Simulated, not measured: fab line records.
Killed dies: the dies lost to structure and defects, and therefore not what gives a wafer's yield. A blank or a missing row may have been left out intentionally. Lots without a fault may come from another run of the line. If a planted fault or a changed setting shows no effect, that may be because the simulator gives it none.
Split-lot trial || flow n5_finfet || 7 lots, 21 wafers read, on a route of 1938 steps

ON THE SPLIT
At N5_BEOL_M14_ILD_DEP_00 (deposits SiO2 from TEOS/O2, target thk 1119.3 nm, time 237.4 s), the setting time_s was moved away from the recipe's 237.4 s on 7 of the 21 wafers read, by -11.8% to +12.7%. All remaining wafers had this setting at the recipe value.

There is no step in the file separating the split from the reading.

THE READING
Values of M14_ILD_THK in nm from N5_BEOL_M14_THK_MEAS_01. A value of 1117 nm with a standard deviation of 13 nm is what fault-free wafers of this fab line usually give.

{"wafer": "L076.2", "tool, chamber at the split": "pecvd-03, 2", "time_s as run, s": 237.4, "against the recipe": "recipe", "M14_ILD_THK, nm": 1105, "against lot-mates on the recipe": "-"}
{"wafer": "L076.3", "tool, chamber at the split": "pecvd-03, 0,2", "time_s as run, s": 237.4, "against the recipe": "recipe", "M14_ILD_THK, nm": 1128, "against lot-mates on the recipe": "-"}
{"wafer": "L076.6", "tool, chamber at the split": "pecvd-03, 0,2", "time_s as run, s": 237.4, "against the recipe": "recipe", "M14_ILD_THK, nm": 1126, "against lot-mates on the recipe": "-"}
{"wafer": "L077.1", "tool, chamber at the split": "pecvd-04, 0", "time_s as run, s": 237.4, "against the recipe": "recipe", "M14_ILD_THK, nm": 1120, "against lot-mates on the recipe": "-"}
{"wafer": "L077.3", "tool, chamber at the split": "pecvd-04, 1", "time_s as run, s": 209.3, "against the recipe": "-11.8%", "M14_ILD_THK, nm": 988, "against lot-mates on the recipe": -132}
{"wafer": "L077.5", "tool, chamber at the split": "pecvd-04, 1", "time_s as run, s": 209.3, "against the recipe": "-11.8%", "M14_ILD_THK, nm": 990, "against lot-mates on the recipe": -130}
{"wafer": "L090.2", "tool, chamber at the split": "pecvd-04, 2", "time_s as run, s": 237.4, "against the recipe": "recipe", "M14_ILD_THK, nm": 1108, "against lot-mates on the recipe": "-"}
{"wafer": "L090.3", "tool, chamber at the split": "pecvd-04, 1", "time_s as run, s": 237.4, "against the recipe": "recipe", "M14_ILD_THK, nm": 1103, "against lot-mates on the recipe": "-"}
{"wafer": "L090.6", "tool, chamber at the split": "pecvd-04, 1", "time_s as run, s": 237.4, "against the recipe": "recipe", "M14_ILD_THK, nm": 1114, "against lot-mates on the recipe": "-"}
{"wafer": "L089.1", "tool, chamber at the split": "pecvd-02, 0", "time_s as run, s": 247.2, "against the recipe": "+4.1%", "M14_ILD_THK, nm": 1133, "against lot-mates on the recipe": "+22"}
{"wafer": "L089.4", "tool, chamber at the split": "pecvd-02, 1", "time_s as run, s": 237.4, "against the recipe": "recipe", "M14_ILD_THK, nm": 1125, "against lot-mates on the recipe": "-"}
{"wafer": "L089.5", "tool, chamber at the split": "pecvd-02, 0", "time_s as run, s": 237.4, "against the recipe": "recipe", "M14_ILD_THK, nm": 1096, "against lot-mates on the recipe": "-"}
{"wafer": "L095.1", "tool, chamber at the split": "pecvd-03, 2", "time_s as run, s": 237.4, "against the recipe": "recipe", "M14_ILD_THK, nm": 1120, "against lot-mates on the recipe": "-"}
{"wafer": "L095.2", "tool, chamber at the split": "pecvd-03, 0", "time_s as run, s": 237.4, "against the recipe": "recipe", "M14_ILD_THK, nm": 1115, "against lot-mates on the recipe": "-"}
{"wafer": "L095.5", "tool, chamber at the split": "pecvd-03, 0", "time_s as run, s": 219.6, "against the recipe": "-7.5%", "M14_ILD_THK, nm": 1065, "against lot-mates on the recipe": -52}
{"wafer": "L094.1", "tool, chamber at the split": "pecvd-04, 2", "time_s as run, s": 246.7, "against the recipe": "+3.9%", "M14_ILD_THK, nm": 1151, "against lot-mates on the recipe": "+37"}
{"wafer": "L094.2", "tool, chamber at the split": "pecvd-04, 0", "time_s as run, s": 237.4, "against the recipe": "recipe", "M14_ILD_THK, nm": 1114, "against lot-mates on the recipe": "-"}
{"wafer": "L094.3", "tool, chamber at the split": "pecvd-04, 1", "time_s as run, s": 246.7, "against the recipe": "+3.9%", "M14_ILD_THK, nm": 1151, "against lot-mates on the recipe": "+37"}
{"wafer": "L097.4", "tool, chamber at the split": "pecvd-03, 1", "time_s as run, s": 237.4, "against the recipe": "recipe", "M14_ILD_THK, nm": 1135, "against lot-mates on the recipe": "-"}
{"wafer": "L097.5", "tool, chamber at the split": "pecvd-03, 2", "time_s as run, s": 267.6, "against the recipe": "+12.7%", "M14_ILD_THK, nm": 1248, "against lot-mates on the recipe": "+112"}
{"wafer": "L097.6", "tool, chamber at the split": "pecvd-03, 0", "time_s as run, s": 237.4, "against the recipe": "recipe", "M14_ILD_THK, nm": 1136, "against lot-mates on the recipe": "-"}
When a row names more than one chamber, that row covers several wafers, and the file does not tell which wafer ran in which chamber.

THE FIT
A straight line over all 21 wafers: M14_ILD_THK changes by +9.91 nm for each +1% of time_s; r = +0.97; the points scatter about the line by 13 nm.
The same after taking each lot's own level away (the mean of its wafers on the recipe; 21 wafers): +9.7 nm for each +1%; r = +0.98; scatter 11 nm.
That fit puts the effect of the largest move of time_s on the reading at 1.2e+02 nm.
Across the lots, their own levels run from 1108.3 to 1135.5 nm, a range of 2.1 times the standard deviation given above.
The two slopes are in agreement: the lot-to-lot level therefore moves the slope only a little.
Check: for one of the wafers moved furthest among these (+12.7%), held out of the fit, the line's prediction against its lot-mates is +126 nm. Against them it came out at +112 nm.

FURTHER SPLITS ON THESE WAFERS
These wafers also went through other splits before the reading. Each is held against what the fit with the lots' levels taken away leaves over:
{"other split on the same wafers": "N5_BEOL_M8_TRENCH_ETCH_37 source_w", "wafers away from the commonest value": 7, "r with M14_ILD_THK (lot level and that fit taken away)": -0.17}
{"other split on the same wafers": "N5_BEOL_M11_COAT_63 spin_rpm", "wafers away from the commonest value": 7, "r with M14_ILD_THK (lot level and that fit taken away)": "+0.26"}
{"other split on the same wafers": "N5_BEOL_M11_COAT_22 spin_rpm", "wafers away from the commonest value": 10, "r with M14_ILD_THK (lot level and that fit taken away)": -0.51}
{"other split on the same wafers": "N5_BEOL_M13_EXPOSE_07 dose_mj", "wafers away from the commonest value": 6, "r with M14_ILD_THK (lot level and that fit taken away)": "+0.36"}

THE WHOLE CHAIN: every reading that the file lists as answering this split, in the file's order
{"step": "N5_BEOL_M14_ILD_DEP_00", "what it does": "deposits SiO2 from TEOS/O2, target thk 1119.3 nm, time 237.4 s", "reading": "SiO2_of_BEOL_M14_ILD_DEP_00.thk_nm (the simulator's own value, which no gauge read)", "change (the file's fit)": "+9.25 nm for each +1% of the setting", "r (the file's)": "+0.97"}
{"step": "N5_BEOL_M14_THK_MEAS_01", "what it does": "", "reading": "M14_ILD_THK", "change (the file's fit)": "+9.29 for each +1% of the setting", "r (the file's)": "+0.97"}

FILE'S OWN FIT
M14_ILD_THK changes by +9.29 nm for each +1% of time_s, r = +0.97.
